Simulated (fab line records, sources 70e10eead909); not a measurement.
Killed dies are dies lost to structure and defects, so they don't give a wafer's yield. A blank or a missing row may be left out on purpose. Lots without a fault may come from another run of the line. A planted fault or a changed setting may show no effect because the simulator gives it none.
Which tool did it? | flow nand_harc | 11 lots, 33 wafers sampled, at 5 steps of a route of 1159

WHAT THE GAUGES READ, wafer by wafer
NHARC_A_SLIT_CD_MEAS_21. Usual: cd_nm 289.5 nm, standard deviation 0.95.
lot  | measured     | on        | cd_nm (nm)        | flag
L841 | day 15 04:46 | cd_sem-01 | 289.9 291.2 290.5 |
L839 | day 15 03:37 | cd_sem-01 | 289.0 287.9 288.2 |
L843 | day 15 06:25 | cd_sem-03 | 289.4 290.0 288.4 |
L844 | day 15 09:33 | cd_sem-02 | 288.2 288.7 289.0 |
L845 | day 16 12:17 | cd_sem-02 | 288.1 289.0 289.2 |
L851 | day 17 12:20 | cd_sem-02 | 291.7 290.7 291.2 |
L854 | day 18 13:24 | cd_sem-03 | 290.4 289.2 290.6 |
L856 | day 18 15:24 | cd_sem-02 | 288.5 288.8 289.6 |
L859 | day 19 02:20 | cd_sem-03 | 288.9 288.6 289.7 |
L860 | day 19 20:47 | cd_sem-03 | 289.5 290.9 290.6 |
L861 | day 20 11:07 | cd_sem-03 | 289.3 289.9 289.2 |

NHARC_END_SORT_01. Usual: killed_at_array 29, standard deviation 11; killed_at_other 0.7, standard deviation 1.1; killed_at_periphery 3.1, standard deviation 2; killed_dies 33, standard deviation 11; killed_open 3.5, standard deviation 1.8; killed_short 2.0, standard deviation 1.4.
lot  | measured     | on        | killed_at_array | killed_at_other | killed_at_periphery | killed_dies | killed_open | killed_short | flag
L851 | day 22 15:48 | prober-02 | 28 34 39        | 0 0 1           | 2 1 0               | 30 35 40    | 3 3 2       | 3 5 4        |
L854 | day 23 19:23 | prober-01 | 513 549 41      | 0 0 0           | 4 6 5               | 517 555 46  | 2 5 1       | 1 1 2        | OFF
L856 | day 24 09:32 | prober-02 | 19 480 15       | 2 0 1           | 2 0 2               | 23 480 18   | 5 1 1       | 3 1 1        | OFF
L859 | day 24 02:35 | prober-02 | 505 18 529      | 2 0 2           | 2 4 4               | 509 22 535  | 4 4 4       | 2 0 2        | OFF

WHICH TOOL RAN EACH LOT (tool, then ch and the chambers of the sampled wafers, then the start)
lot  | NHARC_A_SGD_CUT_ETCH_59                       | NHARC_A_SLIT_ETCH_15               | NHARC_A_SLIT_ETCH_17
L841 | rie_diel-08 ch 1,3, day 15 00:27 or earlier   | rie_diel-01 ch 0,1, day 15 00:27   | har_etch-01 ch 0,1, day 15 02:08
L839 | rie_diel-09 ch 1,2,3, day 15 00:25 or earlier | rie_diel-06 ch 1,2,3, day 15 00:25 | har_etch-02 ch 0,1, day 15 01:38
L843 | rie_diel-10 ch 2,3, day 15 02:20 or earlier   | rie_diel-01 ch 0,2, day 15 02:20   | har_etch-01 ch 0,1, day 15 04:02
L844 | rie_diel-10 ch 0,2,3, day 15 06:19 or earlier | rie_diel-06 ch 2,3, day 15 06:19   | har_etch-02 ch 0,1, day 15 06:55
L845 | rie_diel-08 ch 0,1,3, day 16 09:04 or earlier | rie_diel-01 ch 0,1,3, day 16 09:04 | har_etch-02 ch 0,1, day 16 09:40
L851 | rie_diel-08 ch 0,1,3, day 17 08:57 or earlier | rie_diel-01 ch 0,1,3, day 17 08:57 | har_etch-02 ch 0,1, day 17 09:59
L854 | rie_diel-08 ch 0,2, day 18 10:16 or earlier   | rie_diel-01 ch 0,2, day 18 10:16   | har_etch-02 ch 0,1, day 18 10:49
L856 | rie_diel-10 ch 0,1, day 18 12:13 or earlier   | rie_diel-01 ch 0,1, day 18 12:13   | har_etch-01 ch 0,1, day 18 12:46
L859 | rie_diel-09 ch 0,1, day 18 22:05 or earlier   | rie_diel-01 ch 0,2,3, day 18 22:05 | har_etch-01 ch 0,1, day 18 23:41
L860 | rie_diel-08 ch 0,1,3, day 19 17:23 or earlier | rie_diel-13 ch 0,1,3, day 19 17:23 | har_etch-01 ch 0,1, day 19 18:07
L861 | rie_diel-10 ch 0,2,3, day 20 05:23 or earlier | rie_diel-06 ch 0,2, day 20 05:23   | har_etch-01 ch 0,1, day 20 08:28
- NHARC_A_SGD_CUT_ETCH_59: etches the open film in N2/H2, target depth 260 nm, time 406.25 s.
- NHARC_A_SLIT_ETCH_15: etches the open film in O2/COS, target depth 3200 nm, time 832 s.
- NHARC_A_SLIT_ETCH_17: etches the open film in C4F8/O2/Ar, time 1687.5 s, target depth 10100 nm.

WHAT THE TOOLS THEMSELVES READ (means of the sampled wafers that have a number; where no wafer has one, the mark that the record gives instead)
NHARC_A_SGD_CUT_ETCH_59. Usual: bias_w 150.0 W, standard deviation 0.49; chamber_pressure_mTorr 30.00 mTorr, standard deviation 0.035; drypump_motor_current_A 5.7 A, standard deviation 0.45; mfc_ar_sccm 0.005 sccm, standard deviation 0.0083; oes_product_au 0.999 a.u., standard deviation 0.01; rf_vpp_V 431 V, standard deviation 3.3; showerhead_plenum_p_Torr 2.06 Torr, standard deviation 0.12; throttle_valve_pct 14.170 %, standard deviation 0.0099.
lot  | tool        | bias_w (W) | chamber_pressure_mTorr (mTorr) | drypump_motor_current_A (A) | mfc_ar_sccm (sccm) | oes_product_au (a.u.) | rf_vpp_V (V) | showerhead_plenum_p_Torr (Torr) | throttle_valve_pct (%) | flag
L841 | rie_diel-08 | 149.6      | 29.98                          | 5.5                         | 0.003              | 1.002                 | 432          | 2.08                            | 14.172                 |
L839 | rie_diel-09 | 150.3      | 30.01                          | 5.9                         | 0.011              | 0.988                 | 434          | 2.18                            | 14.169                 |
L843 | rie_diel-10 | 150.0      | 30.00                          | 5.9                         | 0.000              | 1.011                 | 430          | 2.06                            | 14.160                 |
L844 | rie_diel-10 | 150.2      | 29.95                          | 5.6                         | 0.007              | 1.005                 | 431          | 2.04                            | 14.163                 |
L845 | rie_diel-08 | 149.9      | 30.02                          | 5.8                         | 0.003              | 0.997                 | 432          | 2.07                            | 14.166                 |
L851 | rie_diel-08 | 150.2      | 30.02                          | 5.8                         | 0.003              | 0.998                 | 431          | 2.07                            | 14.160                 |
L854 | rie_diel-08 | 150.6      | 29.98                          | 5.7                         | 0.000              | 0.999                 | 428          | 1.96                            | 14.181                 |
L856 | rie_diel-10 | 149.7      | 30.00                          | 4.9                         | 0.014              | 1.012                 | 428          | 1.97                            | 14.176                 |
L859 | rie_diel-09 | 149.7      | 30.01                          | 6.1                         | 0.000              | 1.011                 | 429          | 1.99                            | 14.178                 |
L860 | rie_diel-08 | 149.8      | 30.00                          | 5.8                         | 0.003              | 0.993                 | 432          | 2.07                            | 14.169                 |
L861 | rie_diel-10 | 149.4      | 30.02                          | 5.6                         | 0.007              | 1.001                 | 430          | 2.04                            | 14.181                 |

NHARC_A_SLIT_ETCH_15. Usual: bias_w 300.1 W, standard deviation 0.83; chamber_pressure_mTorr 20.000 mTorr, standard deviation 0.02; cos_flow_sccm 20.01 sccm, standard deviation 0.06; drypump_motor_current_A 5.8 A, standard deviation 0.38; mfc_ar_sccm 0.006 sccm, standard deviation 0.0061; oes_product_au 0.993 a.u., standard deviation 0.0095; rf_vpp_V 314.6 V, standard deviation 2.1; showerhead_plenum_p_Torr 3.15 Torr, standard deviation 0.15; throttle_valve_pct 28.331 %, standard deviation 0.0086.
lot  | tool        | bias_w (W) | chamber_pressure_mTorr (mTorr) | cos_flow_sccm (sccm) | drypump_motor_current_A (A) | mfc_ar_sccm (sccm) | oes_product_au (a.u.) | rf_vpp_V (V) | showerhead_plenum_p_Torr (Torr) | throttle_valve_pct (%) | flag
L841 | rie_diel-01 | 299.8      | 20.001                         | 20.01                | 6.0                         | 0.005              | 0.992                 | 315.5        | 3.23                            | 28.323                 |
L839 | rie_diel-06 | 299.5      | 19.999                         | 20.01                | 5.7                         | 0.004              | 0.986                 | 315.2        | 3.15                            | 28.333                 |
L843 | rie_diel-01 | 300.2      | 19.997                         | 20.00                | 6.0                         | 0.005              | 0.996                 | 316.6        | 3.30                            | 28.326                 |
L844 | rie_diel-06 | 300.0      | 20.001                         | 19.95                | 5.8                         | 0.006              | 1.002                 | 316.6        | 3.26                            | 28.328                 |
L845 | rie_diel-01 | 299.7      | 20.000                         | 20.03                | 6.0                         | 0.005              | 0.993                 | 314.8        | 3.14                            | 28.322                 |
L851 | rie_diel-01 | 300.0      | 20.005                         | 20.01                | 6.0                         | 0.005              | 0.993                 | 313.4        | 3.14                            | 28.335                 |
L854 | rie_diel-01 | 300.9      | 20.016                         | 20.01                | 6.1                         | 0.009              | 0.897                 | 316.4        | 3.32                            | 28.327                 | OFF
L856 | rie_diel-01 | 300.3      | 20.009                         | 20.02                | 6.1                         | 0.009              | 0.939                 | 316.1        | 3.28                            | 28.342                 | OFF
L859 | rie_diel-01 | 299.6      | 19.992                         | 20.03                | 6.0                         | 0.005              | 0.896                 | 314.4        | 3.17                            | 28.330                 | OFF
L860 | rie_diel-13 | 298.4      | 19.988                         | 20.00                | 5.4                         | 0.005              | 1.000                 | 314.8        | 3.13                            | 28.331                 |
L861 | rie_diel-06 | 300.7      | 20.007                         | 20.00                | 5.7                         | 0.010              | 0.988                 | 315.1        | 3.17                            | 28.330                 |

NHARC_A_SLIT_ETCH_17. Usual: chamber_pressure_mTorr 19.999 mTorr, standard deviation 0.019; drypump_motor_current_A 5.6 A, standard deviation 0.54; mfc_ar_sccm 375.1 sccm, standard deviation 1.1; showerhead_plenum_p_Torr 3.68 Torr, standard deviation 0.062; throttle_valve_pct 32.045 %, standard deviation 0.0088.
lot  | tool        | chamber_pressure_mTorr (mTorr) | drypump_motor_current_A (A) | mfc_ar_sccm (sccm) | showerhead_plenum_p_Torr (Torr) | throttle_valve_pct (%) | flag
L841 | har_etch-01 | 20.014                         | 5.5                         | 376.2              | 3.74                            | 32.034                 |
L839 | har_etch-02 | 20.000                         | 5.5                         | 375.2              | 3.67                            | 32.048                 |
L843 | har_etch-01 | 20.001                         | 5.5                         | 375.4              | 3.74                            | 32.051                 |
L844 | har_etch-02 | 19.999                         | 5.9                         | 374.0              | 3.64                            | 32.042                 |
L845 | har_etch-02 | 20.007                         | 5.5                         | 375.3              | 3.67                            | 32.042                 |
L851 | har_etch-02 | 20.005                         | 5.5                         | 374.0              | 3.66                            | 32.042                 |
L854 | har_etch-02 | 20.006                         | 5.9                         | 374.5              | 3.63                            | 32.048                 |
L856 | har_etch-01 | 19.992                         | 5.3                         | 376.1              | 3.68                            | 32.042                 |
L859 | har_etch-01 | 20.018                         | 5.4                         | 375.1              | 3.67                            | 32.034                 |
L860 | har_etch-01 | 19.991                         | 5.5                         | 375.1              | 3.71                            | 32.044                 |
L861 | har_etch-01 | 20.000                         | 5.5                         | 373.8              | 3.71                            | 32.050                 |

THE ANSWER, worked out from the rows above alone
Rule: a lot is off if the mean of its wafers that have a number lies more than 3 standard deviations from the usual mean. A lot without any number at a reading at which 4 lots or more have one is off too. The other lots that the step has rows for count as sound. The gauges are gone through in route order, then the tools' own readings, and for those a lot's mean is taken as printed above. The first step at which some lot is off is used, and at that step the reading that is off furthest; a lot without a number counts as furthest.
Off: L854, L856, L859, at NHARC_END_SORT_01 (killed_dies). Neither off nor sound, because the step has no rows for them: L841, L839, L843, L844, L845, L860, L861.
A tool fits if, at a process step before that reading, it ran every lot that is off, and no sound lot after the first of them. The gauges at NHARC_END_SORT_01 aren't tried: what is off there is off at NHARC_A_SLIT_ETCH_15 too, on other tools, and a gauge's error can't cause that. NHARC_A_SGD_CUT_ETCH_59 gives no start for some lots, so the hours and the order of its lots are those of NHARC_A_SLIT_ETCH_15. One fits: rie_diel-01 at NHARC_A_SLIT_ETCH_15. Its last sound lot is L851 (day 17 08:57), its first lot that is off L854 (day 18 10:16): a fault that began between those two fits.

WHAT THE SIMULATOR HAD PUT IN
Process parameter drift: rie_diel-01, from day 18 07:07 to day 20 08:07, at NHARC_A_SLIT_ETCH_15. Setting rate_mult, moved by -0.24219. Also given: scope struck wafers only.
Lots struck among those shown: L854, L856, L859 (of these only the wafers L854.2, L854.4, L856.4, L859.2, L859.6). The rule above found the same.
